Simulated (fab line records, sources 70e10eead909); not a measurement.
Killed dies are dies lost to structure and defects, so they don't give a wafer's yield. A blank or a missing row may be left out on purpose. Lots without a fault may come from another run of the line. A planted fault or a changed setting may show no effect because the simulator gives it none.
Chamber matching | flow nand_harc | NHARC_A_STAIRCASE_TRIM_12 on rie_diel-03: 4 sister chambers
The step chemistry O2, time 211.2 s. 8 wafers are shown with their chamber, then 7 later ones without.

WAFERS WITH THEIR CHAMBER
wafer  | chamber | drypump_motor_current_A (A) | showerhead_plenum_p_Torr (Torr)
L745.4 | 3       | 6.2                         | 3.50
L745.5 | 2       | 5.0                         | 3.45
L750.2 | 0       | 6.0                         | 3.52
L750.4 | 2       | 5.0                         | 3.45
L750.5 | 0       | 6.0                         | 3.52
L755.2 | 1       | 5.2                         | 3.76
L755.3 | 3       | 6.1                         | 3.49
L755.5 | 1       | 5.2                         | 3.76

WAFERS WITHOUT THEIR CHAMBER
wafer  | drypump_motor_current_A (A) | showerhead_plenum_p_Torr (Torr)
L753.3 | 6.2                         | 3.49
L753.4 | 5.0                         | 3.44
L756.3 | 5.0                         | 3.44
L756.5 | 5.0                         | 3.44
L756.6 | 6.2                         | 3.48
L757.1 | 5.2                         | 3.76
L757.2 | 5.0                         | 3.44

WHICH CHAMBER EACH WENT THROUGH
wafer  | from the rows above | in truth
L753.3 | 3                   | 3
L753.4 | 2                   | 2
L756.3 | 2                   | 2
L756.5 | 2                   | 2
L756.6 | 3                   | 3
L757.1 | 1                   | 1
L757.2 | 2                   | 2
Placed correctly: 7 of 7. Can't be placed from these rows: 0. Placed wrongly: 0.
How it was worked out, from the rows above alone: a wafer's distance from a chamber is the root of the sum, over the readings, of the square of ((its reading less the chamber's mean) divided by the reading's scatter). The wafer belongs to the nearest chamber; if the next one is less than 2 further off, it can't be placed. A chamber's mean is the mean of its shown wafers. The scatter: the root of (the sum of the squares of (reading less its chamber's mean) over the shown wafers, divided by (wafers less chambers)).
